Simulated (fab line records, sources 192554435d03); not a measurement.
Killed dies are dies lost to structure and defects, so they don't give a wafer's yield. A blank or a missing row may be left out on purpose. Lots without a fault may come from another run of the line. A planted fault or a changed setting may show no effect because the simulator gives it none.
Split-lot experiment | flow n5_finfet | 7 lots, 21 wafers read, on a route of 1938 steps

THE SPLIT
At N5_PASSIVATION_PECVD_01 (deposits SiNx from SiH4/NH3/N2, target thk 200 nm, time 43.2 s), the setting time_s was moved away from the recipe's 43.2 s on 11 of the 21 wafers read, by -14.7% to +12.5%. The other wafers ran this setting at the recipe's value.

The reading is taken at the split's own step.

THE READING
SiNx_of_PASSIVATION_PECVD_01.thk_nm (the simulator's own value, which no gauge read), in nm, at N5_PASSIVATION_PECVD_01 (deposits SiNx from SiH4/NH3/N2, target thk 200 nm, time 43.2 s). The file gives no usual value for it. The 10 wafers here that ran the recipe average 200.7 nm, standard deviation 1.8 nm.

wafer  | tool, chamber at the split | time_s as run, s | against the recipe | SiNx_of_PASSIVATION_PECVD_01.thk_nm, nm | against lot-mates on the recipe
L074.1 | pecvd-02, 1                | 43.2             | recipe             | 198.4                                   | -
L074.2 | pecvd-02, 0                | 43.2             | recipe             | 197.8                                   | -
L074.5 | pecvd-02, 1                | 43.2             | recipe             | 201.4                                   | -
L082.2 | pecvd-04, 2                | 38.45            | -11.0%             | 177.6                                   | -24.4
L082.5 | pecvd-04, 1                | 43.2             | recipe             | 202                                     | -
L082.6 | pecvd-04, 0                | 38.45            | -11.0%             | 180.4                                   | -21.6
L084.4 | pecvd-01, 1                | 43.2             | recipe             | 201                                     | -
L084.5 | pecvd-01, 1                | 37.39            | -13.4%             | 174.2                                   | -26.0
L084.6 | pecvd-01, 0                | 43.2             | recipe             | 199.4                                   | -
L086.1 | pecvd-04, 2                | 36.86            | -14.7%             | 170.8                                   | -32.6
L086.4 | pecvd-04, 2                | 43.2             | recipe             | 203.4                                   | -
L086.5 | pecvd-04, 0                | 36.86            | -14.7%             | 173.8                                   | -29.6
L091.1 | pecvd-04, 0                | 43.2             | recipe             | 199.4                                   | -
L091.4 | pecvd-04, 1                | 47.72            | +10.5%             | 226                                     | +25.0
L091.5 | pecvd-04, 2                | 43.2             | recipe             | 202.6                                   | -
L092.3 | pecvd-04, 0                | 43.2             | recipe             | 202                                     | -
L092.5 | pecvd-04, 1                | 48.6             | +12.5%             | 228                                     | +26.0
L092.6 | pecvd-04, 2                | 48.6             | +12.5%             | 228.6                                   | +26.6
L093.3 | pecvd-01, 2                | 46.52            | +7.7%              | 213.6                                   | no lot-mate on the recipe
L093.4 | pecvd-01, 0                | 46.52            | +7.7%              | 215                                     | no lot-mate on the recipe
L093.6 | pecvd-01, 2                | 46.52            | +7.7%              | 214.2                                   | no lot-mate on the recipe

THE FIT
A straight line over all 21 wafers: SiNx_of_PASSIVATION_PECVD_01.thk_nm changes by +2.02 nm for each +1% of time_s; r = +0.99; the points scatter about the line by 2.1 nm.
The same after taking each lot's own level away (the mean of its wafers on the recipe; 18 wafers): +2.11 nm for each +1%; r = +1.00; scatter 1.5 nm.
On that fit, the largest move of time_s shifts the reading by 31 nm.
The lots' own levels span 199.20 to 203.40 nm, that is 2.4 times the standard deviation above.
So the lot-to-lot level changes the slope little: the two slopes agree.
Check: with one of the wafers moved furthest among these (-14.7%) left out of the fit, the line predicts -30.3 nm for it against its lot-mates. It came out at -32.6 nm against them.

OTHER SPLITS ON THESE WAFERS
These wafers also went through other splits before the reading. Each is held against what the fit with the lots' levels taken away leaves over:
other split on the same wafers    | wafers away from the commonest value | r with SiNx_of_PASSIVATION_PECVD_01.thk_nm (lot level and that fit taken away)
N5_BEOL_M13_TRENCH_ETCH_34 time_s | 6                                    | -0.02
N5_BEOL_M15_COAT_04 spin_rpm      | 9                                    | -0.09
N5_BEOL_M15_TRENCH_ETCH_34 bias_w | 6                                    | -0.41

THE FILE'S OWN FIT
SiNx_of_PASSIVATION_PECVD_01.thk_nm changes by +2.11 nm for each +1% of time_s, r = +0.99.
